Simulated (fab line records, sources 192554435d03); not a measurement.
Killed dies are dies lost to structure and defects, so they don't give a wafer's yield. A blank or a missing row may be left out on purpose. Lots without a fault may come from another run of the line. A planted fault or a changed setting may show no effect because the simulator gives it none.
Which tool did it? | flow n5_finfet | 12 lots, 36 wafers sampled, at 2 steps of a route of 1938

WHAT THE GAUGES READ, wafer by wafer
N5_BEOL_M1_INSPECT_13: inspects for defects (brightfield).
lot  | measured     | on                | raw_defect_count
L075 | day 6 20:11  | defect_inspect-02 | 581 429 483
L077 | day 6 23:58  | defect_inspect-01 | 386 341 540
L079 | day 7 11:09  | defect_inspect-01 | 451 502 518
L082 | day 8 01:32  | defect_inspect-02 | 490 509 493
L083 | day 8 07:49  | defect_inspect-02 | 325 319 376
L085 | day 8 23:23  | defect_inspect-01 | 366 469 353
L087 | day 9 12:49  | defect_inspect-01 | 455 321 329
L089 | day 10 00:54 | defect_inspect-02 | 455 534 261
L091 | day 10 10:44 | defect_inspect-01 | 445 440 472
L093 | day 10 18:05 | defect_inspect-01 | 374 359 293
L095 | day 11 03:04 | defect_inspect-02 | 417 361 435
L097 | day 12 04:34 | defect_inspect-02 | 347 353 304

WHICH TOOL RAN EACH LOT (tool, then ch and the chambers of the sampled wafers, then the start)
lot  | N5_BEOL_M0_ANNEAL_135
L075 | pvd_sputter-03, day 6 17:25
L077 | pvd_sputter-03, day 6 21:37
L079 | pvd_sputter-01, day 7 08:08
L082 | pvd_sputter-01, day 7 23:31
L083 | pvd_sputter-01, day 8 04:11
L085 | pvd_sputter-03, day 8 19:38
L087 | pvd_sputter-03, day 9 08:40
L089 | pvd_sputter-02, day 9 20:58
L091 | pvd_sputter-03, day 10 08:05
L093 | pvd_sputter-03, day 10 15:02
L095 | pvd_sputter-02, day 11 00:14
L097 | pvd_sputter-02, day 11 22:50
- N5_BEOL_M0_ANNEAL_135: time 60 s.

THE ANSWER, worked out from the rows above alone
Rule: what is usual is taken from the lots themselves. Put in order of their means at a reading, lots are off if they are a third of the lots or fewer, leave a main group of 4 or more, and stand apart from it by a gap of 3 or more times the standard deviation of the main group's means; of several such gaps the widest counts. A main group whose means are all the same, to the digits that the tables above print for the reading, isn't used. A lot without any number at a reading at which 4 lots or more have one is off too. The other lots that the step has rows for count as sound.
No lot is off at any reading shown: from this, nothing can be told.

WHAT THE SIMULATOR HAD PUT IN
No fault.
